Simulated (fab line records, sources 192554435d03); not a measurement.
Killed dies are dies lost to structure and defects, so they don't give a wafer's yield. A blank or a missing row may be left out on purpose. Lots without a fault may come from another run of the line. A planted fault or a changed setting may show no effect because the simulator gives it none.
Chamber matching | flow n5_finfet | N5_BEOL_M4_ETCHBACK_99 on rie_diel-06: 4 sister chambers
The step etches SiO2 in CHF3, target depth 5 nm, time 10.4 s. 4 wafers are shown with their chamber, then 7 later ones without.

WAFERS WITH THEIR CHAMBER
wafer  | chamber | drypump_motor_current_A (A)
L079.4 | 3       | 6.6
L090.3 | 2       | 5.6
L094.1 | 1       | 6.4
L094.3 | 0       | 5.9

WAFERS WITHOUT THEIR CHAMBER
wafer  | drypump_motor_current_A (A)
L094.4 | 5.9
L095.2 | 5.9
L095.4 | 6.6
L095.5 | 6.5
L097.3 | 5.9
L097.4 | 6.6
L097.6 | 5.6

WHICH CHAMBER EACH WENT THROUGH
wafer  | from the rows above     | in truth
L094.4 | 0                       | 0
L095.2 | 0                       | 0
L095.4 | 3                       | 3
L095.5 | can't be placed: 1 or 3 | 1
L097.3 | 0                       | 0
L097.4 | 3                       | 3
L097.6 | 2                       | 2
Placed correctly: 6 of 7. Can't be placed from these rows: 1 (the true chamber is among the candidates in 1). Placed wrongly: 0.
How it was worked out, from the rows above alone: a wafer's distance from a chamber is the root of the sum, over the readings, of the square of ((its reading less the chamber's mean) divided by the reading's scatter). The wafer belongs to the nearest chamber; if the next one is less than 2 further off, it can't be placed. A chamber's mean is the mean of its shown wafers. The scatter: with one shown wafer a chamber, the root of the mean of the squares of how far each hidden wafer lies from its nearest shown one.
